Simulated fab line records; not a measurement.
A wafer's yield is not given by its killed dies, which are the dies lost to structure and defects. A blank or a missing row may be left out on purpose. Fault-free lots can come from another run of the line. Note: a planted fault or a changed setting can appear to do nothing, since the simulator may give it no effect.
fab line records	flow nand-harc
[record] lots = 6	wafers = 18	last-day = 25
route steps=1159 shown P_M1@297
lots untouched by any fault: they come from a run of this same line in which no faults occurred
start-h: the number of hours between the record's first day and the start of the first shown wafer of the lot	wait-h: hours elapsed since this lot's preceding step	" repeats the value in the row above	L1.1+2: a single row standing in for several wafers	- value missing, or start not given	* or withheld: withheld	< > ~ a bound
route shown NAME@n: names a module that has steps shown in the file, with the first one's number in the route	usual: average and standard deviation across the fault-free wafers	same: alike in all rows	chamber/n: place in a boat	sites: per-site readings	_std_site: standard deviation of those values	_edge_site: inner sites' mean taken away from outer sites' mean	radius-mm: how far each site lies from the wafer's centre	mask NAME#n: copy n	behind: the tool/chamber that last shaped the wafer	hold: the reason the lot was held/the length of the hold in hours/how it ended	device: transistor that didn't switch, given as n, p or np	end of line: at the end of the route, the tests of the same wafers	a step given without rows: its recipe and nothing more	killed: dies that structure and defects cost at the first sort, which is not the same as the wafer's yield	map: a wafer's dies, marking killed ones x, the rest . and places with no die _
set.NAME: the setting the step ran with; set.NAME@STEP: the setting that earlier step ran with	model.NAME: the simulator's own value behind a step, which no gauge read
lots seen at some steps along the route; tables by step, rows by wafer
services: the hour from which a tool's chamber was out of use, counted from the record's first day as start-h (under 0 if before that day), plus the number of hours and why
[[steps]]
[step NHARC_P_M1_INSPECT_11]
[usual] raw-defect-count = 3.7/2.3
lot.wafer	tool	chamber	start-h	wait-h	raw-defect-count
L359.1	defect-inspect-01	-	134.03	0.0	2
L359.2	"	-	"	"	5
L359.6	"	-	"	"	2
L367.1	defect-inspect-01	-	183.15	0.0	4
L367.2	"	-	"	"	5
L367.3	"	-	"	"	12
L370.2	defect-inspect-01	-	203.60	0.0	2
L370.3	"	-	"	"	4
L370.6	"	-	"	"	0
L373.1	defect-inspect-02	-	220.91	0.0	1
L373.2	"	-	"	"	5
L373.4	"	-	"	"	2
L379.3	defect-inspect-02	-	245.99	0.0	3
L379.4	"	-	"	"	3
L379.6	"	-	"	"	2
L380.1	defect-inspect-02	-	258.77	0.0	3
L380.4	"	-	"	"	4
L380.6	"	-	"	"	5
[step NHARC_P_M1_DESCUM_14]
[recipe] time-s = 3	o2-flow-sccm = 200	ar-flow-sccm = 0	bias-power-w = 0	chemistry = O2
[step NHARC_P_M1_ETCH_35]
[recipe] target-depth-a = 400	overetch-a = 120	time-s = 43.94	ion-energy-ev = 200	n2-flow-sccm = 150	h2-flow-sccm = 150	ar-flow-sccm = 0	rf-w = 400	bias-w = 150	chemistry = N2/H2
[step NHARC_P_M1_ETCH_15]
[recipe] target-depth-a = 1825	time-s = 91.2	c4f8-flow-sccm = withheld	ar-flow-sccm = 400	rf-w = 600	bias-w = 300	chemistry = C4F8/Ar
[step NHARC_P_M1_CD_MEAS_16]
[usual] cd-nm = 129.8/0.93
lot.wafer	tool	chamber	start-h	wait-h	cd-nm
L359.1	cd-sem-03	-	134.39	-	130.6
L359.2	"	-	"	"	131.0
L359.6	"	-	"	"	129.8
L367.1	cd-sem-03	-	183.52	-	132.1
L367.2	"	-	"	"	129.8
L367.3	"	-	"	"	130.3
L370.2	cd-sem-02	-	203.96	-	129.6
L370.3	"	-	"	"	131.0
L370.6	"	-	"	"	129.9
L373.1	cd-sem-02	-	221.27	-	129.1
L373.2	"	-	"	"	129.8
L373.4	"	-	"	"	129.3
L379.3	cd-sem-02	-	246.36	-	130.4
L379.4	"	-	"	"	132.1
L379.6	"	-	"	"	130.7
L380.1	cd-sem-01	-	259.14	-	130.1
L380.4	"	-	"	"	129.3
L380.6	"	-	"	"	131.7
[step NHARC_P_M1_STRIP_18]
[recipe] power-w = 1000	n2-flow-sccm = 150	h2-flow-sccm = 150	ar-flow-sccm = 0	bias-w = 0	chemistry = N2/H2
[usual] chamber-pressure-mTorr = 30.001/0.025	drypump-motor-current-A = 5.65/0.27	oes-product-au = 1.000/0.01	rf-vpp-V = 90.8/1	showerhead-plenum-p-Torr = 2.04/0.1	throttle-valve-pct = 14.171/0.0092
lot.wafer	tool	chamber	start-h	wait-h	chamber-pressure-mTorr	drypump-motor-current-A	oes-product-au	rf-hours-counter-h	rf-vpp-V	showerhead-plenum-p-Torr	throttle-valve-pct
L359.1	rie-diel-07	0	134.48	0.1	29.999	5.31	1.011	7	90.1	2.11	14.179
L359.2	"	2	"	"	30.008	5.69	0.990	6	89.5	1.91	14.155
L359.6	"	1	"	"	29.972	5.84	0.981	-	91.8	2.18	14.167
L367.3	rie-diel-07	3	183.60	0.1	29.993	5.42	0.996	11	90.8	1.98	14.185
L367.1	"	0	"	"	29.948	5.30	0.996	11	91.8	2.11	14.175
L367.2	"	2	"	"	29.985	5.66	0.978	11	89.1	1.91	14.183
L370.2	rie-diel-08	3	204.06	0.1	29.994	5.37	1.014	4	90.3	1.94	14.151
L370.3	"	1	"	"	29.952	5.59	1.007	4	90.5	1.98	14.182
L370.6	"	2	"	"	30.043	5.74	1.001	-	91.3	2.20	14.165
L373.4	rie-diel-08	0	221.35	0.1	30.005	6.07	0.996	5	90.2	2.01	14.154
L373.2	"	2	"	"	30.011	5.76	0.999	5	92.4	2.20	14.174
L373.1	"	3	"	"	30.026	5.40	1.006	4	90.0	1.94	14.170
L379.3	rie-diel-01	0	246.48	0.1	29.995	5.42	0.987	3	91.8	1.99	14.165
L379.4	"	1	"	"	29.968	6.07	1.011	3	91.3	2.06	14.178
L379.6	"	3	"	"	29.995	6.16	0.977	-	91.0	2.02	14.153
L380.1	rie-diel-07	3	259.21	0.1	30.010	5.42	0.996	2	91.0	1.98	14.183
L380.4	"	1	"	"	29.959	5.85	0.992	1	90.5	2.17	14.176
L380.6	"	3	"	"	30.000	5.41	0.989	-	90.7	1.98	14.158
[step NHARC_P_M1_ETCH_28]
[recipe] target-depth-a = 300	over-etch-frac = 0.3	time-s = 72.99	ion-energy-ev = 150	cf4-flow-sccm = 50	n2-flow-sccm = 100	ar-flow-sccm = 150	rf-w = 300	bias-w = 100	chemistry = CF4/N2
[usual] chamber-pressure-mTorr = 29.996/0.026	drypump-motor-current-A = 5.66/0.28	oes-product-au = 1.000/0.011	rf-vpp-V = 314.4/2.2	showerhead-plenum-p-Torr = 2.64/0.12	throttle-valve-pct = 19.795/0.0094
[same] over-etch-frac = 0.3
lot.wafer	tool	chamber	start-h	wait-h	chamber-pressure-mTorr	drypump-motor-current-A	oes-product-au	rf-hours-counter-h	rf-vpp-V	showerhead-plenum-p-Torr	throttle-valve-pct
L359.1	rie-diel-07	0	-	-	30.000	5.29	0.994	8	316.3	2.71	19.795
L359.2	"	3	"	"	29.962	5.44	0.992	7	311.9	2.55	19.794
L359.6	"	1	"	"	29.982	5.85	0.974	-	317.0	2.79	19.787
L367.2	rie-diel-07	1	-	-	29.984	5.87	0.991	11	316.5	2.79	19.796
L367.1	"	2	"	"	30.042	5.66	0.990	11	310.9	2.47	19.787
L367.3	"	0	"	"	29.940	5.30	1.013	11	316.2	2.71	19.781
L370.2	rie-diel-08	1	-	-	30.022	5.54	1.009	4	312.7	2.55	19.796
L370.3	"	2	"	"	29.996	5.76	1.009	5	317.8	2.81	19.793
L370.6	"	1	"	"	30.008	5.53	1.003	-	311.2	2.55	19.791
L373.4	rie-diel-08	1	-	-	29.988	5.61	1.006	5	313.7	2.55	19.797
L373.1	"	2	"	"	29.957	5.77	1.013	5	316.4	2.81	19.792
L373.2	"	0	"	"	30.037	6.07	1.011	5	313.2	2.59	19.797
L379.4	rie-diel-01	3	-	-	30.000	6.17	0.992	3	314.1	2.60	19.786
L379.3	"	0	"	"	30.032	5.41	0.991	3	313.7	2.56	19.795
L379.6	"	2	"	"	29.969	5.36	0.994	-	318.0	2.80	19.780
L380.1	rie-diel-07	1	-	-	29.981	5.86	0.991	1	316.7	2.78	19.809
L380.4	"	2	"	"	29.985	5.68	0.996	1	312.1	2.47	19.781
L380.6	"	1	"	"	29.975	5.87	0.994	-	317.3	2.78	19.797
[step NHARC_P_M1_STRIP_19]
[recipe] time-s = 600	temp-c = 30	chemistry = post-etch-residue-remover
[step NHARC_P_M1_DEGAS_29]
[recipe] temp-c = 250	time-s = 60
[step NHARC_P_M1_PRE_CLEAN_30]
[recipe] time-s = 30	temp-c = 280	gas = H2/He
[usual] heater-power-w = 416/59
lot.wafer	tool	chamber	start-h	wait-h	heater-power-w
L359.1	pvd-sputter-03	-	-	-	398
L359.2	"	-	"	"	362
L359.6	"	-	"	"	380
L367.3	pvd-sputter-03	-	-	-	435
L367.2	"	-	"	"	482
L367.1	"	-	"	"	358
L370.2	pvd-sputter-03	-	-	-	367
L370.3	"	-	"	"	432
L370.6	"	-	"	"	471
L373.1	pvd-sputter-03	-	-	-	360
L373.4	"	-	"	"	433
L373.2	"	-	"	"	483
L379.4	pvd-sputter-02	-	-	-	478
L379.3	"	-	"	"	376
L379.6	"	-	"	"	481
L380.4	pvd-sputter-02	-	-	-	377
L380.1	"	-	"	"	351
L380.6	"	-	"	"	383
[step NHARC_P_M1_PVD_20]
[recipe] target-thk-a = 50	bias-v = 168.6	power-w = 15000	chamber-pressure-pa = 0.12	time-s = 8.06	substrate-temp-c = 50	material = TaN
[usual] throttle-valve-pct = 30.2/1
lot.wafer	tool	chamber	start-h	wait-h	throttle-valve-pct
L359.1	pvd-sputter-03	-	-	-	31.0
L359.2	"	-	"	"	32.0
L359.6	"	-	"	"	29.7
L367.2	pvd-sputter-03	-	-	-	32.3
L367.3	"	-	"	"	30.9
L367.1	"	-	"	"	30.8
L370.2	pvd-sputter-03	-	-	-	32.1
L370.3	"	-	"	"	30.7
L370.6	"	-	"	"	32.0
L373.2	pvd-sputter-03	-	-	-	29.6
L373.4	"	-	"	"	30.8
L373.1	"	-	"	"	31.1
L379.3	pvd-sputter-02	-	-	-	29.4
L379.4	"	-	"	"	30.7
L379.6	"	-	"	"	29.3
L380.1	pvd-sputter-02	-	-	-	29.4
L380.4	"	-	"	"	31.0
L380.6	"	-	"	"	30.4
[step NHARC_P_M1_PVD_21]
[recipe] target-thk-a = 300	chamber-pressure-pa = 5	power-w = 5000	substrate-temp-c = 30	time-s = 20.49	material = Cu
[step NHARC_P_M1_ECD_22]
[recipe] target-thk-a = 4000	bath-temp-c = 25	material = Cu
lot.wafer	tool	chamber	start-h	wait-h
L359.2+1+6	ecd-cu-02	0,1,0	135.52	-
L367.1+2+3	ecd-cu-01	1,0,0	184.63	-
L370.2+3+6	ecd-cu-02	0,1,0	205.04	-
L373.1+2+4	ecd-cu-02	0,1,0	222.37	-
L379.3+4+6	ecd-cu-01	0,1,0	247.55	-
L380.1+4+6	ecd-cu-01	0,1,1	260.20	-
[step NHARC_P_M1_ANNEAL_31]
[recipe] temp-c = 225	time-s = 90
[usual] anneal-temp-c = 225.03/0.18	wafer_temp_C_max = 226.2/0.48
lot.wafer	tool	chamber	start-h	wait-h	anneal-temp-c	wafer_temp_C_max
L359.1	rtp-anneal-02	0	135.89	0.3	224.63	226.0
L359.2	"	0	"	"	224.98	225.9
L359.6	"	0	"	"	224.70	226.1
L367.1	rtp-anneal-02	0	185.01	0.3	224.94	226.0
L367.2	"	0	"	"	224.84	226.1
L367.3	"	0	"	"	225.03	226.4
L370.2	rtp-anneal-01	0	205.59	0.5	225.36	226.9
L370.3	"	0	"	"	225.37	226.2
L370.6	"	0	"	"	225.20	226.6
L373.1	rtp-anneal-02	0	222.78	0.4	224.77	225.3
L373.2	"	0	"	"	225.18	225.7
L373.4	"	0	"	"	225.07	225.7
L379.3	rtp-anneal-01	0	247.93	0.3	225.12	226.2
L379.4	"	0	"	"	225.10	226.2
L379.6	"	0	"	"	225.20	227.4
L380.1	rtp-anneal-02	0	260.58	0.3	224.93	225.6
L380.4	"	0	"	"	225.17	226.0
L380.6	"	0	"	"	225.05	225.7
[step NHARC_P_M1_CMP_23]
[recipe] t-overpolish-s = 20	target-thk-nm = 157.82
[usual] motor-current-A = 11.6/1.3	retaining-ring-pressure-frac = 1.001/0.0047	time-to-endpoint-s = 29.6/2.7
lot.wafer	tool	chamber	start-h	wait-h	motor-current-A	retaining-ring-pressure-frac	time-to-endpoint-s
L359.2	cmp-02	1	136.27	-	10.0	1.004	28.9
L359.1	"	2	"	"	10.2	0.995	25.8
L359.6	"	0	"	"	11.5	1.009	29.7
L367.2	cmp-04	3	185.36	-	12.2	0.992	28.4
L367.1	"	1	"	"	12.8	1.000	29.5
L367.3	"	2	"	"	9.0	1.004	27.8
L370.2	cmp-02	3	205.88	-	12.3	1.003	9.8
L370.3	"	1	"	"	9.4	0.999	31.9
L370.6	"	3	"	"	12.1	1.009	9.8
L373.2	cmp-03	0	223.16	-	11.6	0.989	23.5
L373.1	"	1	"	"	13.0	0.998	9.2
L373.4	"	2	"	"	13.6	1.001	13.3
L379.3	cmp-03	1	248.19	-	13.6	1.004	27.8
L379.4	"	2	"	"	12.4	0.994	30.7
L379.6	"	2	"	"	12.4	0.995	28.8
L380.4	cmp-04	3	260.93	-	12.2	1.005	31.6
L380.1	"	2	"	"	9.7	0.998	26.9
L380.6	"	0	"	"	12.3	1.005	31.1
[step NHARC_P_M1_THK_MEAS_24]
[recipe] thk-meas-gauge = xrf
[usual] thk-nm = 158.3/1.5
lot.wafer	tool	chamber	start-h	wait-h	thk-nm
L359.1	film-metro-01	-	136.55	-	158.1
L359.2	"	-	"	"	156.7
L359.6	"	-	"	"	156.5
L367.1	film-metro-02	-	185.67	-	158.0
L367.2	"	-	"	"	158.8
L367.3	"	-	"	"	157.8
L370.2	film-metro-01	-	206.20	-	128.3
L370.3	"	-	"	"	159.7
L370.6	"	-	"	"	122.9
L373.1	film-metro-01	-	223.45	-	125.1
L373.2	"	-	"	"	155.9
L373.4	"	-	"	"	121.3
L379.3	film-metro-01	-	248.51	-	157.6
L379.4	"	-	"	"	159.7
L379.6	"	-	"	"	158.8
L380.1	film-metro-02	-	261.24	-	156.9
L380.4	"	-	"	"	158.1
L380.6	"	-	"	"	159.1
[step NHARC_P_M1_SRD_25]
[[services]]
tool	chamber	start-h	hours	kind
rie-diel-01	3	113.34	2.7	repair
pvd-sputter-03	-	113.75	10.0	pm
rie-diel-01	0	113.89	10.6	repair
cmp-02	-	123.36	1.9	repair
rie-diel-08	-	124.82	9.0	pm
cmp-04	-	135.52	11.2	repair
cmp-03	-	136.97	4.2	repair
pvd-sputter-03	-	137.46	9.7	repair
rie-diel-01	-	137.80	9.0	pm
rie-diel-07	0	144.38	1.3	repair
cmp-02	-	148.61	4.0	pm
cmp-04	-	153.62	1.7	repair
cmp-03	-	160.36	4.0	pm
cmp-04	-	172.87	2.7	repair
rie-diel-08	3	174.32	3.6	repair
rie-diel-08	1	175.28	5.2	repair
ecd-cu-02	-	180.00	8.0	pm
cmp-03	-	186.84	3.4	repair
rie-diel-08	3	186.98	3.7	repair
cmp-04	-	203.00	4.0	pm
cmp-02	-	206.51	1.8	repair
pvd-sputter-02	-	214.00	10.0	pm
rie-diel-07	-	228.20	9.0	pm
ecd-cu-01	-	257.19	2.5	repair
[[key]]
[first-sign] step = NHARC_P_M1_CMP_23	reading = time-to-endpoint-s	direction = down	sigmas = 6.9	usual = *	struck = *
[effect] step = NHARC_P_M1_THK_MEAS_24	reading = thk-nm	direction = down	sigmas = 22	usual = 158.3	struck = 124.4
met-at NHARC_P_M1_ECD_22
struck-wafers L370.2,L370.6,L373.1,L373.4
later-rows-left-out L370.2,L370.6,L373.1,L373.4
sort-left-out L370.2,L370.6,L373.1,L373.4
onset-between 135.52 205.04
[fault] kind = process-parameter-drift	tool = ecd-cu-02	chamber = 0	onset-h = 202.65	steps = NHARC_P_M1_ECD_22	channel = target-thk-a	offset = *	shape = step	end-h = 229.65	acts-in = *	stated = *
// sort-left-out: the simulated sort isn't trusted on such a fault, so these wafers' sort isn't shown, and their yield isn't known
// later-rows-left-out: the simulator's readings of these wafers behind a module that went badly wrong aren't trusted and aren't shown, but for the sort
